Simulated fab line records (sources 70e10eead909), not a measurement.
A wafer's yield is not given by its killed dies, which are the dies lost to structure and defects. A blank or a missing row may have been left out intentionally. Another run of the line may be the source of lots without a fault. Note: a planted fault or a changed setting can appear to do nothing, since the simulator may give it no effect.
Code-filled problem report in 8D (eight disciplines) form ; flow nand_harc ; the parts of the form that need people (team, actions taken, sign-off) are left out

1. WHAT IS WRONG
Wafers without a fault read 3.7, standard deviation 2.6; killed_at_periphery at NHARC_END_SORT_01 reads a mean of 361.5 on 4 wafers belonging to 3 lots. That is +99 or more standard deviations from the usual mean.
First observed at day 30 10:21: wafer L659.4, on prober-01. The record holds 37 wafers of 13 lots with a number at this step. Rule for "out", or "out of limits": more than 4 standard deviations from the usual mean. All remaining wafers that have a number are taken as sound.

2. WHAT IT IS, WHAT IT ISN'T
question;is;is not
which readings at this step;killed_at_periphery, killed_dies;killed_at_array, killed_at_other, killed_open, killed_short
which lots;L659, L661, L662;L647, L650, L651, L652, L655, L657, L658, L664, L668, L669
which wafers of those lots;L659.4, L659.6, L661.6, L662.6;L659.1, L661.3, L662.3
read on which gauges;prober-01, prober-02;-
when;from day 30 10:21;"up to then (22 sound wafers); but 11 sound wafers of L661, L662, L664, L668, L669 came after"

3. WHAT RULES OUT EACH SUSPECT
Counting: if a tool at a process step up to the reading ran every lot that is out, it stays a suspect. Sound lots after the first of them don't rule it out here, since some wafers of a struck lot are sound.
- the gauge at NHARC_END_SORT_01: ruled out. Those wafers that are out were read across 2 gauges (prober-01, prober-02).
- rie_diel-13 at NHARC_P_CONTACT_ETCH_36 (etches the open film in N2/H2, target depth 260 nm, time 406.25 s): kept. It processed each lot that is out (first: L659, day 11 17:20); up to then, its last sound lot is L658 (day 10 19:49). Its own readings are out on those wafers: oes_product_au.
The count leaves rie_diel-13 at NHARC_P_CONTACT_ETCH_36.

4. THE CAUSE (what the simulator had put in)
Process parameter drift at NHARC_P_CONTACT_ETCH_36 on rie_diel-13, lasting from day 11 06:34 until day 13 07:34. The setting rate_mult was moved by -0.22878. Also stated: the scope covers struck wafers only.
This tool alone remained once counting was done.

5. THE CHAIN OF EFFECTS, in route order
One row per reading whose mean, taken over the struck wafers that have a number, lies over 3 standard deviations from the usual. Scope: only readings with a usual standard deviation given in the record; hours: median across lots of the time from each lot's start at the first step in this table that gives one to its start at this step; sigmas: change in usual standard deviations.
hours;step;reading;usual;on struck wafers;change;sigmas
0;NHARC_P_CONTACT_ETCH_36;oes_product_au;0.995 a.u.;0.843;-0.152;-10
449;NHARC_END_SORT_01;killed_at_periphery;3.7;361.5;+357.8;+99 or more
449;NHARC_END_SORT_01;killed_dies;66;430;+364;+16
The process steps in it:
- NHARC_P_CONTACT_ETCH_36: etches the open film in N2/H2, target depth 260 nm, time 406.25 s.

6. HOW IT WOULD HAVE BEEN CAUGHT EARLIER
In this record the first reading out of limits at a measuring or inspecting step was taken at day 30 10:21, 460 hours after the fault began at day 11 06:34.
At NHARC_P_CONTACT_ETCH_36, the tool's own readings (oes_product_au) were out on each struck wafer the step has a row for, so an alarm limit on them would have fired on the first such wafer.
Lots out: 3; all had begun NHARC_P_CONTACT_ETCH_36 on rie_diel-13 by day 30 10:21. Holding the tool at that point would not have protected any of them.
